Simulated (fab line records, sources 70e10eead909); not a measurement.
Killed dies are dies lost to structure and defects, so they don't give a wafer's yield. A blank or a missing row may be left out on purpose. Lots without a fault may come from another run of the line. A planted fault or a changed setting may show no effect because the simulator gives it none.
Chamber matching | flow nand_harc | NHARC_P_M0_PRE_CLEAN_31 on pecvd-04: 3 sister chambers
The step time 12 s. 3 wafers are shown with their chamber, then 7 later ones without.

WAFERS WITH THEIR CHAMBER
wafer  | chamber | heater_power_w (W)
L089.1 | 1       | 788
L092.1 | 2       | 617
L092.3 | 0       | 699

WAFERS WITHOUT THEIR CHAMBER
wafer  | heater_power_w (W)
L092.4 | 673
L094.1 | 522
L094.2 | 701
L094.4 | 695
L096.2 | 611
L096.5 | 722
L096.6 | 683

WHICH CHAMBER EACH WENT THROUGH
wafer  | from the rows above     | in truth
L092.4 | can't be placed: 0 or 2 | 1
L094.1 | 2                       | 2
L094.2 | 0                       | 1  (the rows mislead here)
L094.4 | can't be placed: 0 or 2 | 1
L096.2 | 2                       | 2
L096.5 | can't be placed: 0 or 1 | 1
L096.6 | can't be placed: 0 or 2 | 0
Placed correctly: 2 of 7. Can't be placed from these rows: 4 (the true chamber is among the candidates in 2). Placed wrongly: 1.
How it was worked out, from the rows above alone: a wafer's distance from a chamber is the root of the sum, over the readings, of the square of ((its reading less the chamber's mean) divided by the reading's scatter). The wafer belongs to the nearest chamber; if the next one is less than 2 further off, it can't be placed. A chamber's mean is the mean of its shown wafers. The scatter: with one shown wafer a chamber, the root of the mean of the squares of how far each hidden wafer lies from its nearest shown one.
